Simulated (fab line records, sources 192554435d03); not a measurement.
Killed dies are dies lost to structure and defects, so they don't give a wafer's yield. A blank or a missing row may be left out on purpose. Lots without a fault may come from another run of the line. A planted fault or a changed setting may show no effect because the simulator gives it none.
fab line records | flow n5_finfet
record lots=10 wafers=30 last_day=19
route steps=1938 shown BEOL_M13@1671 PASSIVATION@1936
lots that met no fault: from a run of the same line without faults
start_h: hours from the record's first day to the start of the lot's first wafer shown | wait_h: hours since the lot's step before | " the same as in the row above | L1.1+2: a row that stands for several wafers | - no value, or no start given | * or withheld: withheld | < > ~ a bound
route shown NAME@n: a module of which the file shows steps, and the number in the route of the first | usual: mean/standard deviation of fault-free wafers | same: alike in all rows | chamber/n: place in a boat | sites: the reading at each site | _std_site: their standard deviation | _edge_site: outer sites' mean less inner sites' | radius_mm: how far each site lies from the wafer's centre | mask NAME#n: copy n | behind: the tool/chamber that last shaped the wafer | hold: why the lot was held/for how many hours/how that ended | device: the transistor (n, p or np) that didn't switch | end of line: the same wafers' tests at the end of the route | a step without rows: its recipe alone | killed: dies lost to structure and defects at the first sort, not the wafer's yield | map: a wafer's dies, x killed, . not, _ none there
set.NAME: the setting as run; set.NAME@STEP: as run at that earlier step | model.NAME: the simulator's own value behind a step, which no gauge read
steps of the route over a sample of lots; a table a step, a row a wafer
services: from which hour (start_h, from the record's first day; less than 0 if before it) a tool's chamber was out of use, for how many hours, and why
## steps
# step N5_BEOL_M13_INSPECT_12
# recipe mode=adi inspect_instrument=macro
# usual raw_defect_count=2.0/1.4
# columns lot.wafer tool chamber start_h wait_h raw_defect_count
L565.1 defect_inspect-02 - 272.48 0.0 2
L565.5 " - " " 0
L565.6 " - " " 3
L567.4 defect_inspect-02 - 299.23 0.0 2
L567.5 " - " " 3
L567.6 " - " " 4
L566.2 defect_inspect-02 - 305.33 0.0 1
L566.3 " - " " 2
L566.5 " - " " 1
L572.2 defect_inspect-02 - 305.74 0.0 1
L572.4 " - " " 2
L572.5 " - " " 3
L571.2 defect_inspect-01 - 305.91 0.0 1
L571.5 " - " " 2
L571.6 " - " " 4
L570.3 defect_inspect-02 - 313.86 0.0 2
L570.4 " - " " 0
L570.6 " - " " 2
L584.2 defect_inspect-02 - 405.13 0.0 3
L584.3 " - " " 2
L584.5 " - " " 3
L583.1 defect_inspect-02 - 419.78 0.0 1
L583.2 " - " " 3
L583.5 " - " " 1
L582.3 defect_inspect-01 - 421.96 0.0 1
L582.4 " - " " 4
L582.5 " - " " 3
L587.1 defect_inspect-01 - 427.36 0.0 0
L587.4 " - " " 2
L587.6 " - " " 0
# step N5_BEOL_M13_DESCUM_15
# recipe chemistry=O2 time_s=7.9 source_power_w=50 bias_power_w=20 pressure_mtorr=20 rf_frequency_hz=2.712e+07 temp_c=40 o2_flow_sccm=225
# usual drypump_motor_current_A=5.3/0.43 oes_product_au=0.77/0.09 rf_vpp_V=244.0/0.9 showerhead_plenum_p_Torr=2.15/0.043 throttle_valve_pct=20.44/0.22
# same time_s=7.9
# columns lot.wafer tool chamber start_h wait_h drypump_motor_current_A oes_product_au rf_hours_counter_h rf_vpp_V showerhead_plenum_p_Torr throttle_valve_pct
L565.1 rie_diel-02 3 272.51 0.0 5.5 0.80 103 244.5 2.19 20.18
L565.5 " 1 " " 5.0 0.73 - 243.9 2.18 20.25
L565.6 " 2 " " 4.8 0.81 - 243.5 2.20 20.89
L567.4 rie_diel-02 1 299.28 0.0 5.1 0.73 - 244.5 2.18 20.26
L567.5 " 0 " " 5.1 0.66 - 243.8 2.15 20.61
L567.6 " 3 " " 5.5 0.78 - 244.6 2.19 20.18
L566.2 rie_diel-04 3 305.36 0.0 5.6 0.72 178 241.7 2.09 20.37
L566.3 " 2 " " 5.5 0.68 232 242.4 2.06 20.53
L566.5 " 1 " " 6.1 0.93 - 244.8 2.23 20.20
L572.2 rie_diel-01 3 305.95 0.2 4.7 0.72 206 243.7 2.16 20.30
L572.4 " 1 " " 5.8 0.94 8 243.8 2.14 20.39
L572.5 " 0 " " 5.4 0.72 - 244.7 2.17 20.29
L571.2 rie_diel-01 0 306.25 0.3 5.5 0.72 181 243.5 2.17 20.29
L571.5 " 2 " " 4.9 0.73 - 244.5 2.09 20.70
L571.6 " 3 " " 4.6 0.71 - 244.3 2.16 20.29
L570.3 rie_diel-01 0 313.89 0.0 5.5 0.72 184 243.5 2.17 20.31
L570.4 " 3 " " 4.6 0.71 209 244.8 2.15 20.29
L570.6 " 2 " " 4.9 0.73 - 243.9 2.09 20.68
L584.2 rie_diel-01 2 405.16 0.0 5.0 0.70 218 244.3 2.08 20.73
L584.3 " 0 " " 5.5 0.69 212 243.5 2.16 20.36
L584.5 " 3 " " 4.6 0.69 - 243.0 2.15 20.34
L583.1 rie_diel-01 0 420.11 0.3 5.5 0.69 216 243.8 2.16 20.36
L583.2 " 1 " " 5.8 0.86 44 244.6 2.13 20.45
L583.5 " 3 " " 4.6 0.69 - 244.4 2.15 20.33
L582.3 rie_diel-01 1 421.99 0.0 5.7 0.87 44 243.1 2.13 20.45
L582.4 " 3 " " 4.6 0.69 232 244.2 2.15 20.33
L582.5 " 0 " " 5.5 0.68 - 244.3 2.16 20.36
L587.1 rie_diel-01 1 427.52 0.2 5.8 0.86 46 244.9 2.13 20.46
L587.4 " 3 " " 4.6 0.69 234 244.3 2.14 20.34
L587.6 " 0 " " 5.4 0.69 - 243.6 2.16 20.35
# step N5_BEOL_M13_ETCH_59
# recipe chemistry=N2/H2 target=BARC target_depth_a=890 overetch_a=267 time_s=67.9 ion_energy_ev=200 pressure_mtorr=30 source_w=840 bias_w=150 n2_flow_sccm=200 h2_flow_sccm=200
# usual drypump_motor_current_A=5.3/0.43 h2_flow_sccm=200.1/0.6 oes_product_au=0.66/0.073 rf_vpp_V=525.8/1.7 showerhead_plenum_p_Torr=2.61/0.056 throttle_valve_pct=17.90/0.23
# same time_s=67.9
# columns lot.wafer tool chamber start_h wait_h drypump_motor_current_A h2_flow_sccm oes_product_au rf_hours_counter_h rf_vpp_V showerhead_plenum_p_Torr throttle_valve_pct
L565.1 rie_diel-02 3 272.55 0.0 5.5 200.5 0.67 103 529.0 2.67 17.60
L565.5 " 1 " " 5.1 201.3 0.62 - 525.9 2.64 17.75
L565.6 " 2 " " 4.8 200.0 0.69 - 527.6 2.68 18.43
L567.4 rie_diel-02 1 299.32 0.0 5.1 200.3 0.62 - 528.3 2.64 17.77
L567.5 " 0 " " 5.1 199.9 0.58 - 526.9 2.62 18.08
L567.6 " 3 " " 5.5 199.8 0.67 - 528.2 2.67 17.63
L566.2 rie_diel-04 3 305.39 0.0 5.6 199.6 0.62 178 522.6 2.52 17.81
L566.3 " 2 " " 5.5 201.2 0.59 232 523.1 2.50 18.04
L566.5 " 1 " " 6.1 199.4 0.80 - 528.5 2.71 17.56
L572.2 rie_diel-01 3 305.98 0.0 4.6 199.1 0.61 206 526.5 2.63 17.77
L572.4 " 1 " " 5.8 199.7 0.80 9 525.4 2.61 17.89
L572.5 " 0 " " 5.5 200.7 0.62 - 526.5 2.64 17.76
L571.2 rie_diel-01 0 306.28 0.0 5.5 199.1 0.63 181 527.9 2.64 17.77
L571.5 " 2 " " 5.0 200.1 0.62 - 522.1 2.53 18.03
L571.6 " 3 " " 4.7 198.8 0.61 - 527.0 2.63 17.75
L570.3 rie_diel-01 0 313.93 0.0 5.5 199.6 0.62 184 526.4 2.63 17.77
L570.4 " 3 " " 4.7 200.9 0.61 209 526.2 2.63 17.77
L570.6 " 2 " " 5.0 199.8 0.62 - 524.9 2.53 18.05
L584.2 rie_diel-01 2 405.19 0.0 5.0 199.6 0.61 218 523.9 2.51 18.10
L584.3 " 0 " " 5.5 200.2 0.61 212 527.0 2.62 17.80
L584.5 " 3 " " 4.6 199.9 0.61 - 526.8 2.62 17.79
L583.1 rie_diel-01 0 420.14 0.0 5.5 200.5 0.60 216 525.2 2.62 17.84
L583.2 " 1 " " 5.8 201.4 0.74 44 525.0 2.59 17.96
L583.5 " 3 " " 4.7 199.5 0.59 - 524.8 2.62 17.81
L582.3 rie_diel-01 1 422.02 0.0 5.7 200.7 0.74 44 525.8 2.59 17.96
L582.4 " 3 " " 4.7 199.7 0.60 232 525.2 2.62 17.81
L582.5 " 0 " " 5.5 200.6 0.59 - 525.1 2.62 17.82
L587.1 rie_diel-01 1 427.56 0.0 5.8 199.7 0.73 46 525.6 2.59 17.97
L587.4 " 3 " " 4.7 199.5 0.60 234 526.0 2.62 17.81
L587.6 " 0 " " 5.5 199.6 0.59 - 525.1 2.62 17.83
# step N5_BEOL_M13_OVL_MEAS_29
# recipe points_per_wafer=44
# usual M13_OVL=-3/4.9
# columns lot.wafer tool chamber start_h wait_h M13_OVL[nm]
L565.1 overlay-02 0 273.40 0.0 -2
L565.5 " 0 " " -3
L565.6 " 0 " " 1
L567.4 overlay-01 0 300.35 0.0 3
L567.5 " 0 " " -1
L567.6 " 0 " " 0
L566.2 overlay-02 0 306.44 0.0 -6
L566.3 " 0 " " -5
L566.5 " 0 " " 0
L572.2 overlay-01 0 306.96 0.0 0
L572.4 " 0 " " -4
L572.5 " 0 " " -9
L571.2 overlay-02 0 307.54 0.0 -8
L571.5 " 0 " " -13
L571.6 " 0 " " -13
L570.3 overlay-02 0 314.91 0.0 -3
L570.4 " 0 " " 2
L570.6 " 0 " " 0
L584.2 overlay-02 0 406.05 0.0 -2
L584.3 " 0 " " -7
L584.5 " 0 " " -5
L583.1 overlay-01 0 420.99 0.0 -7
L583.2 " 0 " " -8
L583.5 " 0 " " -5
L582.3 overlay-01 0 422.88 0.0 -2
L582.4 " 0 " " -3
L582.5 " 0 " " -9
L587.1 overlay-01 0 428.41 0.0 -7
L587.4 " 0 " " 4
L587.6 " 0 " " 0
# step N5_BEOL_M13_INSPECT_30
# recipe mode=adi inspect_instrument=macro
# usual raw_defect_count=2.2/1.5
# columns lot.wafer tool chamber start_h wait_h raw_defect_count
L565.1 defect_inspect-02 - 273.42 0.0 0
L565.5 " - " " 4
L565.6 " - " " 2
L567.4 defect_inspect-02 - 300.37 0.0 1
L567.5 " - " " 2
L567.6 " - " " 3
L566.2 defect_inspect-02 - 306.46 0.0 0
L566.3 " - " " 1
L566.5 " - " " 4
L572.2 defect_inspect-02 - 306.98 0.0 1
L572.4 " - " " 3
L572.5 " - " " 3
L571.2 defect_inspect-01 - 307.56 0.0 >300
L571.5 " - " " 1
L571.6 " - " " 2
L570.3 defect_inspect-02 - 314.93 0.0 >300
L570.4 " - " " 1
L570.6 " - " " 1
L584.2 defect_inspect-02 - 406.08 0.0 4
L584.3 " - " " 3
L584.5 " - " " 0
L583.1 defect_inspect-02 - 421.02 0.0 0
L583.2 " - " " 2
L583.5 " - " " 4
L582.3 defect_inspect-01 - 422.90 0.0 0
L582.4 " - " " 3
L582.5 " - " " 1
L587.1 defect_inspect-01 - 428.43 0.0 2
L587.4 " - " " 2
L587.6 " - " " 2
# step N5_PASSIVATION_PROBE_49
# usual defect_limited_yield=90.9/1.3 killed_at_M0_to_M3=36/11 killed_at_M4_up=13/5.1 killed_at_contacts=14/4.9 killed_at_front_end=41/10 killed_at_other=3.4/2.6 killed_dies=107/16 killed_on_rim=14/4 killed_open=70/11 killed_short=36/7.8 sort_bin_5_function=5.4/0.84 sort_bin_6_memory=3.4/0.67 sort_n_pass=1073/16 sort_yield_pct=90.9/1.3
# same gross_dies=1180 killed_at_back_side=0 sort_bin_4_leakage[%]=0 sort_bin_8_speed[%]=0
# columns lot.wafer tool chamber start_h wait_h defect_limited_yield[%] killed_at_M0_to_M3 killed_at_M4_up killed_at_contacts killed_at_front_end killed_at_other killed_dies killed_on_rim killed_open killed_short sort_bin_5_function[%] sort_bin_6_memory[%] sort_n_pass sort_yield_pct[%]
L571.2 prober-01 - 341.57 0.1 79.6 21 158 10 44 8 241 18 59 37 13.1 4.2 939 79.6
L571.5 prober-01 - 341.72 0.2 91.5 30 10 13 35 12 100 14 73 27 5.5 2.5 1080 91.5
L571.6 prober-01 - 341.77 0.3 90.6 43 13 7 43 5 111 17 64 47 5.5 3.4 1069 90.6
L570.3 prober-02 - 347.58 0.1 78.4 38 151 9 55 2 255 19 73 36 12.4 5.0 925 78.4
L570.4 prober-02 - 347.63 0.2 90.4 40 7 11 53 2 113 11 63 49 5.9 3.1 1067 90.4
L570.6 prober-02 - 347.73 0.3 91.9 38 8 14 36 0 96 10 60 36 5.3 2.6 1084 91.9
# killed by level:class
L571.2 BEOL_M13:unspecified=145 STI_FIN_REVEAL:geometric_particle:open=16 BEOL_M0_SAQP:geometric_particle:open=9 BEOL_M0_SAQP:geometric_particle:short=6 FIN_SAQP:geometric_particle:short=5 MOL_CONTACT_COAG:geometric_particle:open=5 MOL_CONTACT_COAG:geometric_particle:short=5 MIM_TOP:geometric_particle:short=5
L571.5 MOL_CONTACT_COAG:geometric_particle:open=12 BEOL_M3:geometric_particle:open=10 STI_FIN_REVEAL:geometric_particle:open=9 STARTING-WAFER:geometric_particle:open=7 DUMMY_GATE:geometric_particle:open=5 BEOL_M0_SAQP:geometric_particle:short=5 BEOL_M0_SAQP:geometric_particle:open=5 DUMMY_GATE:geometric_particle:short=4
L571.6 FIN_SAQP:geometric_particle:short=11 FIN_SAQP:geometric_particle:open=9 BEOL_M0_SAQP:geometric_particle:short=9 MOL_CONTACT_COAG:geometric_particle:open=6 BEOL_M2:geometric_particle:open=6 GATE_CUT:geometric_particle:open=5 BEOL_M0_SAQP:geometric_particle:open=5 BEOL_M0:geometric_particle:open=5
L570.3 BEOL_M13:unspecified=144 STI_FIN_REVEAL:geometric_particle:open=20 BEOL_M0_SAQP:geometric_particle:short=12 BEOL_M0_SAQP:geometric_particle:open=12 FIN_SAQP:geometric_particle:short=9 MOL_CONTACT_COAG:geometric_particle:open=7 FIN_SAQP:geometric_particle:open=6 BEOL_M2:geometric_particle:open=6
L570.4 STI_FIN_REVEAL:geometric_particle:open=14 FIN_SAQP:geometric_particle:short=12 BEOL_M0_SAQP:geometric_particle:short=9 MOL_CONTACT_COAG:geometric_particle:open=7 BEOL_M2:geometric_particle:open=7 GATE_CUT:geometric_particle:open=6 BEOL_M0_SAQP:geometric_particle:open=6 ILD0:geometric_particle:short=5
L570.6 BEOL_M2:geometric_particle:open=15 STI_FIN_REVEAL:geometric_particle:open=12 MOL_CONTACT_COAG:geometric_particle:open=8 BEOL_M0_SAQP:geometric_particle:open=7 MOL_CONTACT_COAG:geometric_particle:short=6 BEOL_M0_SAQP:geometric_particle:short=6 FIN_SAQP:geometric_particle:short=4 DUMMY_GATE:geometric_particle:open=4
## services
# columns tool chamber start_h hours kind
rie_diel-02 - 249.18 0.2 repair
rie_diel-01 1 251.59 - clean
rie_diel-01 1 251.59 - consumable_replace:focus_ring
rie_diel-01 1 251.59 17.7 scheduled_down
rie_diel-01 1 251.59 17.7 vent_cycle
rie_diel-01 1 291.76 3.0 repair
rie_diel-02 2 294.86 20.4 repair
rie_diel-01 3 342.61 28.4 repair
rie_diel-01 - 343.93 0.2 repair
rie_diel-02 3 351.99 7.2 repair
rie_diel-02 0 359.19 - clean
rie_diel-02 0 359.19 - consumable_replace:focus_ring
rie_diel-02 0 359.19 22.7 scheduled_down
rie_diel-02 0 359.19 22.7 vent_cycle
rie_diel-04 2 369.75 - clean
rie_diel-04 2 369.75 - consumable_replace:focus_ring
rie_diel-04 2 369.75 20.7 scheduled_down
rie_diel-04 2 369.75 20.7 vent_cycle
rie_diel-01 - 383.87 4.3 pm
rie_diel-04 2 404.85 1.6 repair
rie_diel-02 2 407.57 1.4 repair
rie_diel-01 - 413.97 2.1 repair
## key
first_sign step=N5_BEOL_M13_INSPECT_30 reading=raw_defect_count direction=up sigmas=99+ usual=2.2 struck=>300
effect step=N5_PASSIVATION_PROBE_49 reading=killed_at_M4_up direction=up sigmas=28 usual=13 struck=154
more_kills_born_at N5_BEOL_M13_ETCH_59@rie_diel-01=289
met_at N5_BEOL_M13_ETCH_59
struck_lots L570,L571
struck_wafers L570.3,L571.2
not_acting_at N5_BEOL_M13_INSPECT_12,N5_BEOL_M13_DESCUM_15,N5_BEOL_M13_OVL_MEAS_29
onset_between 305.98 306.28
fault kind=chamber_particle_source tool=rie_diel-01 chamber=0 onset_h=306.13 steps=N5_BEOL_M13_ETCH_59 rate_per_visit_cm2=1.3094 end_h=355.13
